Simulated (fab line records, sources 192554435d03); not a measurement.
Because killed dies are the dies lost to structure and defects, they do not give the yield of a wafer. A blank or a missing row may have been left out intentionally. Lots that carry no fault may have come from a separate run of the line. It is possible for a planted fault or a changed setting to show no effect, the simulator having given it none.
Split-lot trial / flow n5-finfet / on a route of 1938 steps: 7 lots, 21 wafers read

THE SPLIT ITSELF
At N5_PMOS_HMC_CHANNEL_EPI_HM_DEP_34 (deposits SiO2 from TEOS/O2, target thk 36 nm, time 6.9 s), the setting time-s was moved away from the recipe's 6.9 s on 8 of the 21 wafers read, by -14.8% to +7.2%. All remaining wafers had this setting at the recipe value.

The reading is taken at the split's own step.

THE READING
SiO2_of_PMOS_HMC_CHANNEL_EPI_HM_DEP_34.thk-nm (the simulator's own value, which no gauge read), in nm, at N5_PMOS_HMC_CHANNEL_EPI_HM_DEP_34 (deposits SiO2 from TEOS/O2, target thk 36 nm, time 6.9 s). The file gives no usual value for it. The 13 wafers here that ran the recipe average 36.05 nm, standard deviation 0.41 nm.

wafer=L075.1; tool, chamber at the split=pecvd-01, 1; time-s as run, s=7.398; against the recipe=+7.2%; SiO2_of_PMOS_HMC_CHANNEL_EPI_HM_DEP_34.thk-nm, nm=37.99; against lot-mates on the recipe=+2.41
wafer=L075.4; tool, chamber at the split=pecvd-01, 2; time-s as run, s=7.398; against the recipe=+7.2%; SiO2_of_PMOS_HMC_CHANNEL_EPI_HM_DEP_34.thk-nm, nm=38.49; against lot-mates on the recipe=+2.91
wafer=L075.5; tool, chamber at the split=pecvd-01, 0; time-s as run, s=6.9; against the recipe=recipe; SiO2_of_PMOS_HMC_CHANNEL_EPI_HM_DEP_34.thk-nm, nm=35.58; against lot-mates on the recipe=-
wafer=L078.1; tool, chamber at the split=pecvd-02, 2; time-s as run, s=6.9; against the recipe=recipe; SiO2_of_PMOS_HMC_CHANNEL_EPI_HM_DEP_34.thk-nm, nm=36.1; against lot-mates on the recipe=-
wafer=L078.2; tool, chamber at the split=pecvd-02, 1; time-s as run, s=6.9; against the recipe=recipe; SiO2_of_PMOS_HMC_CHANNEL_EPI_HM_DEP_34.thk-nm, nm=35.82; against lot-mates on the recipe=-
wafer=L078.4; tool, chamber at the split=pecvd-02, 1; time-s as run, s=6.9; against the recipe=recipe; SiO2_of_PMOS_HMC_CHANNEL_EPI_HM_DEP_34.thk-nm, nm=36.64; against lot-mates on the recipe=-
wafer=L084.2; tool, chamber at the split=pecvd-02, 2; time-s as run, s=7.316; against the recipe=+6.0%; SiO2_of_PMOS_HMC_CHANNEL_EPI_HM_DEP_34.thk-nm, nm=37.79; against lot-mates on the recipe=+2.19
wafer=L084.3; tool, chamber at the split=pecvd-02, 1; time-s as run, s=6.9; against the recipe=recipe; SiO2_of_PMOS_HMC_CHANNEL_EPI_HM_DEP_34.thk-nm, nm=35.6; against lot-mates on the recipe=-
wafer=L084.5; tool, chamber at the split=pecvd-02, 1; time-s as run, s=7.316; against the recipe=+6.0%; SiO2_of_PMOS_HMC_CHANNEL_EPI_HM_DEP_34.thk-nm, nm=38.75; against lot-mates on the recipe=+3.15
wafer=L085.2; tool, chamber at the split=pecvd-03, 2; time-s as run, s=6.9; against the recipe=recipe; SiO2_of_PMOS_HMC_CHANNEL_EPI_HM_DEP_34.thk-nm, nm=35.89; against lot-mates on the recipe=-
wafer=L085.4; tool, chamber at the split=pecvd-03, 0; time-s as run, s=6.9; against the recipe=recipe; SiO2_of_PMOS_HMC_CHANNEL_EPI_HM_DEP_34.thk-nm, nm=36.23; against lot-mates on the recipe=-
wafer=L085.6; tool, chamber at the split=pecvd-03, 1; time-s as run, s=6.9; against the recipe=recipe; SiO2_of_PMOS_HMC_CHANNEL_EPI_HM_DEP_34.thk-nm, nm=37.08; against lot-mates on the recipe=-
wafer=L089.1; tool, chamber at the split=pecvd-03, 2; time-s as run, s=6.9; against the recipe=recipe; SiO2_of_PMOS_HMC_CHANNEL_EPI_HM_DEP_34.thk-nm, nm=35.72; against lot-mates on the recipe=-
wafer=L089.4; tool, chamber at the split=pecvd-03, 0; time-s as run, s=6.9; against the recipe=recipe; SiO2_of_PMOS_HMC_CHANNEL_EPI_HM_DEP_34.thk-nm, nm=35.98; against lot-mates on the recipe=-
wafer=L089.5; tool, chamber at the split=pecvd-03, 1; time-s as run, s=5.879; against the recipe=-14.8%; SiO2_of_PMOS_HMC_CHANNEL_EPI_HM_DEP_34.thk-nm, nm=31.52; against lot-mates on the recipe=-4.33
wafer=L096.1; tool, chamber at the split=pecvd-03, 0; time-s as run, s=6.358; against the recipe=-7.9%; SiO2_of_PMOS_HMC_CHANNEL_EPI_HM_DEP_34.thk-nm, nm=33.15; against lot-mates on the recipe=-2.93
wafer=L096.2; tool, chamber at the split=pecvd-03, 1; time-s as run, s=6.9; against the recipe=recipe; SiO2_of_PMOS_HMC_CHANNEL_EPI_HM_DEP_34.thk-nm, nm=35.9; against lot-mates on the recipe=-
wafer=L096.3; tool, chamber at the split=pecvd-03, 0; time-s as run, s=6.9; against the recipe=recipe; SiO2_of_PMOS_HMC_CHANNEL_EPI_HM_DEP_34.thk-nm, nm=36.25; against lot-mates on the recipe=-
wafer=L097.2; tool, chamber at the split=pecvd-01, 0; time-s as run, s=6.548; against the recipe=-5.1%; SiO2_of_PMOS_HMC_CHANNEL_EPI_HM_DEP_34.thk-nm, nm=33.7; against lot-mates on the recipe=-2.17
wafer=L097.4; tool, chamber at the split=pecvd-01, 1; time-s as run, s=6.9; against the recipe=recipe; SiO2_of_PMOS_HMC_CHANNEL_EPI_HM_DEP_34.thk-nm, nm=35.87; against lot-mates on the recipe=-
wafer=L097.6; tool, chamber at the split=pecvd-01, 0; time-s as run, s=6.548; against the recipe=-5.1%; SiO2_of_PMOS_HMC_CHANNEL_EPI_HM_DEP_34.thk-nm, nm=33.74; against lot-mates on the recipe=-2.13

THE FIT
A straight line over all 21 wafers: SiO2_of_PMOS_HMC_CHANNEL_EPI_HM_DEP_34.thk-nm changes by +0.337 nm for each +1% of time-s; r = +0.97; the points scatter about the line by 0.45 nm.
The same after taking each lot's own level away (the mean of its wafers on the recipe; 21 wafers): +0.353 nm for each +1%; r = +0.97; scatter 0.42 nm.
Per that fit: largest time-s move, reading shift of 5.2 nm.
Measured against the standard deviation above, the lots' own levels, which go from 35.580 to 36.400 nm, span 2.0 times it.
The two slopes agree, so the slope changes little with the lot-to-lot level.
Check: -5.87 nm against its lot-mates is what the line predicts for one of the wafers moved furthest among these (-14.8%) when that wafer is left out of the fit. It came out at -4.33 nm against them.

FURTHER SPLITS ON THESE WAFERS
Before the reading, these wafers also passed through other splits. Each is held against what the fit with the lots' levels taken away leaves over:
other split on the same wafers=N5_WELL_APT_COAT_02 spin-rpm; wafers away from the commonest value=9; r with SiO2_of_PMOS_HMC_CHANNEL_EPI_HM_DEP_34.thk-nm (lot level and that fit taken away)=-0.03

THE FILE'S OWN FIT
SiO2_of_PMOS_HMC_CHANNEL_EPI_HM_DEP_34.thk-nm changes by +0.337 nm for each +1% of time-s, r = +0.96.
